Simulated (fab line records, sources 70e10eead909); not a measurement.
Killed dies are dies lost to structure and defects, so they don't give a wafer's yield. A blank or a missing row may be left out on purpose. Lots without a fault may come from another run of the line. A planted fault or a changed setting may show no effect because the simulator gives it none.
Which tool did it? | flow nand_harc | 12 lots, 36 wafers sampled, at 1 step of a route of 1302

WHAT THE GAUGES READ, wafer by wafer
NHARC_A_SLIT_CD_MEAS_21.
lot  | measured     | on        | cd_nm (nm)
L075 | day 20 08:15 | cd_sem-02 | 291.1 290.9 290.6
L076 | day 21 03:22 | cd_sem-02 | 291.1 291.3 290.8
L079 | day 21 15:40 | cd_sem-03 | 290.3 289.7 289.5
L080 | day 23 05:53 | cd_sem-03 | 289.6 289.5 289.7
L082 | day 24 00:52 | cd_sem-01 | 289.7 289.5 289.6
L084 | day 24 23:28 | cd_sem-03 | 290.4 290.1 290.2
L087 | day 25 03:18 | cd_sem-01 | 290.4 289.8 290.6
L089 | day 26 05:05 | cd_sem-02 | 289.8 290.1 289.1
L091 | day 27 09:49 | cd_sem-02 | 289.9 289.8 289.9
L093 | day 27 20:56 | cd_sem-01 | 290.0 290.1 290.7
L094 | day 28 13:43 | cd_sem-03 | 289.5 289.0 289.3
L097 | day 29 20:56 | cd_sem-02 | 289.4 289.0 289.4

WHICH TOOL RAN EACH LOT (tool, then ch and the chambers of the sampled wafers, then the start)
The record holds no process step before these readings.

THE ANSWER, worked out from the rows above alone
Rule: what is usual is taken from the lots themselves. Put in order of their means at a reading, lots are off if they are a third of the lots or fewer, leave a main group of 4 or more, and stand apart from it by a gap of 3 or more times the standard deviation of the main group's means; of several such gaps the widest counts. A main group whose means are all the same, to the digits that the tables above print for the reading, isn't used. A lot without any number at a reading at which 4 lots or more have one is off too. The other lots that the step has rows for count as sound.
No lot is off at any reading shown: from this, nothing can be told.

WHAT THE SIMULATOR HAD PUT IN
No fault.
